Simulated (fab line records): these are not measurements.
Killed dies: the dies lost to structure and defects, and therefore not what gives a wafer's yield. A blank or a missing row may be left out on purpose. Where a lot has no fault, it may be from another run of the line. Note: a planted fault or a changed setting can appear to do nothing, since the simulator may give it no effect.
A lot that was struck, set against a sound lot + flow n5-finfet + 18 out of 1938 route steps
Sound: the wafers L548.1, L548.4, L548.6. Struck: wafer L554.1 (left out: L554.6, a lot-mate that was not struck); the cause follows at the end.
At each step with rows: each side's tool, then ch and its chambers, then its first start. Under that, the readings that differ: sound wafers + struck wafers + difference of the means + sigmas: that difference in standard deviations of wafers without a fault.
alike: same words and numbers on both sides, and readings whose means sit less than 2 such deviations apart. not compared: any withheld reading, any reading some wafer has no value for, any bound like >300 that may hide the same value, and any number with overlapping values for which the record gives no deviation.
A row with sigmas, a row that says differs or no value, or rows on one side alone: a step with any of these is where the two part. Non-overlapping numbers with no deviation appear without sigmas and do not part them. Lack of a reading on every wafer of one side parts them only where that side has two or more wafers.

first, 1 step without rows for these wafers: N5_ZERO_LAYER_SRD_01 (time 30 s, dry time 30 s).
N5_ZERO_LAYER_PECVD_02: deposits SiO2 from SiH4/N2O, target thk 10 nm, time 6 s.
  sound on pecvd-04 ch 0,1,2, day 3 12:20; struck on pecvd-04 ch 1, day 5 00:17
  alike: heater-power-w, rf-fwd-power-W, showerhead-plenum-p-Torr, showerhead-vpp-V
then, 8 steps without rows for these wafers: N5_ZERO_LAYER_HMDS_04 (time 60 s); N5_ZERO_LAYER_COAT_05 (resist thk 1000 nm); N5_ZERO_LAYER_EBR_07; N5_ZERO_LAYER_SOFTBAKE_06 (time 90 s); N5_ZERO_LAYER_EXPOSE_08 (exposes mask ZERO, defocus 0 nm, target cd 2000 nm); N5_ZERO_LAYER_PEB_09; N5_ZERO_LAYER_DEVELOP_10 (develop time 60 s); N5_ZERO_LAYER_HARDBAKE_23 (time 120 s).
N5_ZERO_LAYER_CD_MEAS_11: target cd 2000 nm.
  sound on cd-sem-02 ch 0, day 3 12:41; struck on cd-sem-01 ch 0, day 5 00:38
| reading    | sound                | struck | difference | sigmas |
|------------|----------------------|--------|------------|--------|
| cd-nm (nm) | 2000.3 1999.4 2000.3 | 1996.7 | -3.3       | -2     |
N5_ZERO_LAYER_DESCUM_16: chemistry O2, time 7.9 s.
  sound on rie-diel-04 ch 1,2,3, day 3 12:44; struck on rie-diel-04 ch 3, day 5 00:41
  alike: drypump-motor-current-A, oes-product-au, rf-fwd-power-W, rf-vpp-V, showerhead-plenum-p-Torr, throttle-valve-pct
  not compared: rf-hours-counter-h
N5_ZERO_LAYER_ETCH_17: etches SiO2 in CF4, target depth 12 nm, time 13.3 s.
  sound on rie-diel-04 ch 1,2,3, day 3 12:46; struck on rie-diel-04 ch 3, day 5 00:43
| reading                                      | sound             | struck | difference | sigmas |
|----------------------------------------------|-------------------|--------|------------|--------|
| oes-product-au (a.u.)                        | 0.80 0.77 0.75    | 1.02   | +0.25      | +8     |
| model.etch.depth-nm (nm)                     | 12.23 12.31 12.35 | 19.63  | +7.33      |        |
| model.coat_of_ZERO_LAYER_COAT_05.thk-nm (nm) | 971 971 971.6     | 957.2  | -14.0      |        |
  alike: drypump-motor-current-A, rf-fwd-power-W, rf-vpp-V, showerhead-plenum-p-Torr, throttle-valve-pct
  not compared: rf-hours-counter-h
N5_ZERO_LAYER_ETCH_18: etches Si in HBr/Cl2, target depth 120 nm, time 40 s.
  sound on rie-si-02 ch 0,1,3, day 3 12:50; struck on rie-si-03 ch 2, day 5 00:47
| reading                                      | sound             | struck | difference | sigmas |
|----------------------------------------------|-------------------|--------|------------|--------|
| model.coat_of_ZERO_LAYER_COAT_05.thk-nm (nm) | 930.1 930.9 931.2 | 917    | -14        |        |
  alike: drypump-motor-current-A, oes-product-au, rf-fwd-power-W, throttle-valve-pct
  not compared: rf-hours-counter-h
N5_ZERO_LAYER_STRIP_24: strips in O2.
  sound on plasma-asher-01 ch 0,1, day 3 12:56; struck on plasma-asher-01 ch 0, day 5 00:54
| reading                      | sound             | struck | difference | sigmas |
|------------------------------|-------------------|--------|------------|--------|
| strip-time-to-endpoint-s (s) | 43.84 43.86 43.85 | 43.45  | -0.40      | -4     |
  alike: drypump-motor-current-A, heater-power-w, oes-product-au
  not compared: rf-hours-counter-h
then, 1 step without rows for these wafers: N5_ZERO_LAYER_STRIP_19 (strips in SPM, time 900 s).
-- a jump in the record: the struck wafers' starts before and after are 6 days apart (it breaks off in module ZERO_LAYER and resumes in module BEOL_M4, where the first step shown is number 1111 of the route) --
N5_BEOL_M4_RC_MEAS_101:
  sound on prober-02 ch 0, day 9 19:02; struck on prober-02 ch 0, day 11 09:31
| reading       | sound       | struck | difference | sigmas |
|---------------|-------------|--------|------------|--------|
| ION_N (uA/um) | 654 661 652 | 684    | +28        | +3     |
| ION_P (uA/um) | 457 455 452 | 481    | +26        | +3     |
| VT_N (mV)     | 253 257 255 | 246    | -9         | -3     |
  alike: DIBL_N, DIBL_P, IOFF_N, IOFF_P, SS_N, SS_P, VT_P
N5_PASSIVATION_PROBE_49:
  sound wafers here have rows in the record (prober-02, day 14 07:21); struck ones have none

== WHERE THEY PART ==
Earliest at N5_ZERO_LAYER_CD_MEAS_11; latest, in this record, at N5_PASSIVATION_PROBE_49.

WHY: whatever the simulator had introduced
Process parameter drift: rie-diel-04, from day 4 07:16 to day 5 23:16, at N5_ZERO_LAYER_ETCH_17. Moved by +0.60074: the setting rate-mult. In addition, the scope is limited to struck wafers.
